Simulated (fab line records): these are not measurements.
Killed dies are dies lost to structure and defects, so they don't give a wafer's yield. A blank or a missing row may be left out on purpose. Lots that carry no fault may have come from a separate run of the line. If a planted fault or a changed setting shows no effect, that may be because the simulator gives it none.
The tool behind it: which one? + flow nand-harc + Sampling: 14 lots, 42 wafers, 5 of 1302 route steps

## WHAT EACH GAUGE READ, for each wafer
NHARC_P_BONDPAD_THK_MEAS_33: measures by ellipsometry. Usual: thk-nm 199.8 nm, standard deviation 1.7.
| lot  | measured     | on            | thk-nm (nm)       | flag |
|------|--------------|---------------|-------------------|------|
| L476 | day 6 17:10  | film-metro-01 | 199.7 199.3 197.3 |      |
| L477 | day 6 20:52  | film-metro-01 | 198.2 200.3 201.1 |      |
| L478 | day 7 07:15  | film-metro-01 | 200.1 200.6 199.1 |      |
| L480 | day 8 08:01  | film-metro-01 | 202.6 200.4 202.6 |      |
| L483 | day 9 16:09  | film-metro-01 | 197.1 198.8 200.9 |      |
| L485 | day 10 09:03 | film-metro-01 | 196.7 198.8 199.0 |      |
| L486 | day 10 23:43 | film-metro-02 | 250.4 250.5 253.1 | OFF  |
| L487 | day 11 01:40 | film-metro-02 | 246.7 247.3 246.4 | OFF  |
| L494 | day 14 01:22 | film-metro-01 | 199.0 201.2 198.9 |      |
| L496 | day 14 23:04 | film-metro-01 | 203.6 200.9 203.5 |      |
| L495 | day 14 23:28 | film-metro-02 | 202.6 201.5 200.0 |      |
| L497 | day 15 04:41 | film-metro-01 | 196.9 196.5 198.0 |      |
| L499 | day 15 22:57 | film-metro-02 | 201.2 200.8 201.1 |      |
| L498 | day 15 23:46 | film-metro-01 | 198.2 200.1 197.8 |      |

NHARC_P_BONDPAD_CD_MEAS_13. Usual: cd-nm 500.1 nm, standard deviation 2.8.
| lot  | measured     | on        | cd-nm (nm)        | flag |
|------|--------------|-----------|-------------------|------|
| L476 | day 6 18:17  | cd-sem-02 | 497.2 503.9 505.9 |      |
| L477 | day 6 22:05  | cd-sem-01 | 495.7 496.8 495.3 |      |
| L478 | day 7 08:13  | cd-sem-03 | 497.5 496.4 499.3 |      |
| L480 | day 8 09:07  | cd-sem-03 | 499.7 502.4 502.9 |      |
| L483 | day 9 17:14  | cd-sem-03 | 499.6 499.3 495.3 |      |
| L485 | day 10 10:08 | cd-sem-01 | 500.5 497.4 505.3 |      |
| L486 | day 11 00:41 | cd-sem-01 | 497.4 500.1 500.7 |      |
| L487 | day 11 02:38 | cd-sem-01 | 501.4 498.7 498.7 |      |
| L494 | day 14 02:21 | cd-sem-03 | 497.9 500.1 499.1 |      |
| L496 | day 15 00:02 | cd-sem-03 | 495.5 500.2 498.0 |      |
| L495 | day 15 00:26 | cd-sem-02 | 497.3 495.6 499.9 |      |
| L497 | day 15 05:47 | cd-sem-01 | 495.7 499.8 499.8 |      |
| L499 | day 15 23:55 | cd-sem-01 | 498.4 497.5 497.4 |      |
| L498 | day 16 00:53 | cd-sem-02 | 503.0 499.5 500.2 |      |

## WHICH TOOL RAN EACH LOT (tool, then ch and the chambers of the sampled wafers, then the start)
| lot  | NHARC_P_M2_CMP_23             | NHARC_P_BONDPAD_CMP_32        | NHARC_P_BONDPAD_DESCUM_11          |
|------|-------------------------------|-------------------------------|------------------------------------|
| L476 | cmp-03 ch 1,3, day 6 15:28    | cmp-04 ch 1,2, day 6 16:57    | rie-diel-08 ch 0,1, day 6 17:58    |
| L477 | cmp-01 ch 2,3, day 6 19:09    | cmp-01 ch 0,3, day 6 20:37    | rie-diel-08 ch 0,2,3, day 6 21:47  |
| L478 | cmp-02 ch 0,2,3, day 7 05:40  | cmp-04 ch 0,3, day 7 07:02    | rie-diel-12 ch 1,2, day 7 07:55    |
| L480 | cmp-03 ch 1,2,3, day 8 06:21  | cmp-01 ch 1,2,3, day 8 07:47  | rie-diel-08 ch 1,2,3, day 8 08:47  |
| L483 | cmp-03 ch 0,1,2, day 9 14:28  | cmp-04 ch 0,1,2, day 9 15:55  | rie-diel-12 ch 0,2,3, day 9 16:56  |
| L485 | cmp-01 ch 0,1,2, day 10 07:22 | cmp-02 ch 0,2,3, day 10 08:48 | rie-diel-05 ch 0,1,2, day 10 09:50 |
| L486 | cmp-02 ch 0,3, day 10 21:18   | cmp-01 ch 0,2,3, day 10 23:28 | rie-diel-05 ch 0,1,2, day 11 00:23 |
| L487 | cmp-03 ch 1,2,3, day 10 23:58 | cmp-04 ch 0,1,3, day 11 01:25 | rie-diel-12 ch 0,1,3, day 11 02:19 |
| L494 | cmp-02 ch 1,2, day 13 23:31   | cmp-04 ch 1,2, day 14 01:07   | rie-diel-05 ch 0,2,3, day 14 02:03 |
| L496 | cmp-01 ch 1,3, day 14 21:15   | cmp-01 ch 1,2, day 14 22:49   | rie-diel-05 ch 2,3, day 14 23:43   |
| L495 | cmp-03 ch 0,1,3, day 14 21:49 | cmp-04 ch 1,3, day 14 23:15   | rie-diel-12 ch 0,3, day 15 00:08   |
| L497 | cmp-01 ch 1,2,3, day 15 02:52 | cmp-02 ch 0,1, day 15 04:26   | rie-diel-12 ch 1,2,3, day 15 05:29 |
| L499 | cmp-03 ch 1,2,3, day 15 21:16 | cmp-01 ch 0,1,2, day 15 22:44 | rie-diel-08 ch 1,2,3, day 15 23:37 |
| L498 | cmp-03 ch 1,2,3, day 15 22:07 | cmp-02 ch 1,2,3, day 15 23:35 | rie-diel-12 ch 2,3, day 16 00:34   |
- NHARC_P_M2_CMP_23: polishes, t overpolish 20 s, target thk 144.3 nm.
- NHARC_P_BONDPAD_CMP_32: polishes SiCN, target thk 200 nm.
- NHARC_P_BONDPAD_DESCUM_11: chemistry O2, time 3 s.

## AS READ BY THE TOOLS THEMSELVES (means over the sampled wafers that have a number; for cases with no such wafer, the mark the record gives instead)
NHARC_P_M2_CMP_23. Usual: edge-zone-pressure-frac 1.000, standard deviation 0.0054; motor-current-A 12.3 A, standard deviation 0.8; time-to-endpoint-s 28 s, standard deviation 3.4.
| lot  | tool   | edge-zone-pressure-frac | motor-current-A (A) | time-to-endpoint-s (s) | flag |
|------|--------|-------------------------|---------------------|------------------------|------|
| L476 | cmp-03 | 0.998                   | 12.4                | 31                     |      |
| L477 | cmp-01 | 0.996                   | 12.0                | 30                     |      |
| L478 | cmp-02 | 0.998                   | 12.4                | 26                     |      |
| L480 | cmp-03 | 1.004                   | 11.7                | 32                     |      |
| L483 | cmp-03 | 0.999                   | 11.3                | 30                     |      |
| L485 | cmp-01 | 1.000                   | 13.0                | 33                     |      |
| L486 | cmp-02 | 0.999                   | 13.0                | 25                     |      |
| L487 | cmp-03 | 1.002                   | 12.0                | 30                     |      |
| L494 | cmp-02 | 1.005                   | 12.3                | 25                     |      |
| L496 | cmp-01 | 1.001                   | 12.5                | 31                     |      |
| L495 | cmp-03 | 1.003                   | 12.4                | 28                     |      |
| L497 | cmp-01 | 1.002                   | 12.6                | 31                     |      |
| L499 | cmp-03 | 1.001                   | 12.1                | 30                     |      |
| L498 | cmp-03 | 0.999                   | 11.9                | 30                     |      |

NHARC_P_BONDPAD_CMP_32. Usual: edge-zone-pressure-frac 1.000, standard deviation 0.0044; motor-current-A 12.5 A, standard deviation 0.98.
| lot  | tool   | edge-zone-pressure-frac | motor-current-A (A) | flag |
|------|--------|-------------------------|---------------------|------|
| L476 | cmp-04 | 0.999                   | 11.7                |      |
| L477 | cmp-01 | 1.003                   | 12.2                |      |
| L478 | cmp-04 | 1.002                   | 12.6                |      |
| L480 | cmp-01 | 0.999                   | 12.5                |      |
| L483 | cmp-04 | 1.004                   | 11.7                |      |
| L485 | cmp-02 | 0.998                   | 12.5                |      |
| L486 | cmp-01 | -                       | -                   | OFF  |
| L487 | cmp-04 | -                       | -                   | OFF  |
| L494 | cmp-04 | 1.004                   | 11.5                |      |
| L496 | cmp-01 | 1.000                   | 12.8                |      |
| L495 | cmp-04 | 0.997                   | 13.0                |      |
| L497 | cmp-02 | 0.998                   | 12.6                |      |
| L499 | cmp-01 | 0.997                   | 13.2                |      |
| L498 | cmp-02 | 1.002                   | 12.7                |      |

NHARC_P_BONDPAD_DESCUM_11. Usual: drypump-motor-current-A 5.6 A, standard deviation 0.49; mfc-ar-sccm 0.002 sccm, standard deviation 0.0043; oes-product-au 1.001 a.u., standard deviation 0.012; rf-vpp-V 57.8 V, standard deviation 0.87; showerhead-plenum-p-Torr 1.95 Torr, standard deviation 0.099; throttle-valve-pct 11.311 %, standard deviation 0.0095.
| lot  | tool        | drypump-motor-current-A (A) | mfc-ar-sccm (sccm) | oes-product-au (a.u.) | rf-vpp-V (V) | showerhead-plenum-p-Torr (Torr) | throttle-valve-pct (%) | flag |
|------|-------------|-----------------------------|--------------------|-----------------------|--------------|---------------------------------|------------------------|------|
| L476 | rie-diel-08 | 5.9                         | 0.000              | 1.006                 | 57.5         | 1.88                            | 11.305                 |      |
| L477 | rie-diel-08 | 5.3                         | 0.000              | 1.002                 | 57.3         | 1.84                            | 11.315                 |      |
| L478 | rie-diel-12 | 5.6                         | 0.004              | 1.025                 | 58.2         | 2.03                            | 11.307                 |      |
| L480 | rie-diel-08 | 5.5                         | 0.000              | 1.008                 | 58.0         | 1.89                            | 11.312                 |      |
| L483 | rie-diel-12 | 5.3                         | 0.004              | 1.010                 | 58.2         | 2.05                            | 11.315                 |      |
| L485 | rie-diel-05 | 5.7                         | 0.001              | 1.002                 | 57.7         | 1.91                            | 11.318                 |      |
| L486 | rie-diel-05 | 5.7                         | 0.001              | 0.995                 | 58.8         | 1.91                            | 11.322                 |      |
| L487 | rie-diel-12 | 5.6                         | 0.008              | 1.006                 | 57.8         | 2.04                            | 11.315                 |      |
| L494 | rie-diel-05 | 5.8                         | 0.000              | 1.005                 | 57.0         | 1.85                            | 11.305                 |      |
| L496 | rie-diel-05 | 5.4                         | 0.000              | 0.999                 | 57.9         | 1.80                            | 11.315                 |      |
| L495 | rie-diel-12 | 5.2                         | 0.007              | 0.987                 | 58.8         | 2.05                            | 11.308                 |      |
| L497 | rie-diel-12 | 5.8                         | 0.004              | 0.992                 | 58.3         | 2.03                            | 11.308                 |      |
| L499 | rie-diel-08 | 5.5                         | 0.000              | 0.995                 | 57.9         | 1.89                            | 11.314                 |      |
| L498 | rie-diel-12 | 5.6                         | 0.000              | 0.991                 | 57.8         | 2.04                            | 11.308                 |      |

## THE ANSWER, worked out from the rows above alone
Rule: take the mean of a lot's wafers that have a number; if it is more than 3 standard deviations from the usual mean, the lot is off. A lot without any number at a reading at which 4 lots or more have one is off too. All remaining lots with rows at the step are treated as sound. The gauges are gone through in route order, then the tools' own readings, and for those a lot's mean is taken as printed above. At the first step where some lot is off, the reading lying furthest off is the one used; lots without a number count as furthest.
Off, at NHARC_P_BONDPAD_THK_MEAS_33 on thk-nm: L486, L487.
If a tool, at a process step before that reading, ran all the lots that are off and no sound lot after the first of them, it fits. The gauges at NHARC_P_BONDPAD_THK_MEAS_33 aren't tried: what is off there is off at NHARC_P_BONDPAD_CMP_32 too, on other tools, and a gauge's error can't cause that. No candidate that was tried fits.

## WHAT HAD BEEN PUT IN BY THE SIMULATOR
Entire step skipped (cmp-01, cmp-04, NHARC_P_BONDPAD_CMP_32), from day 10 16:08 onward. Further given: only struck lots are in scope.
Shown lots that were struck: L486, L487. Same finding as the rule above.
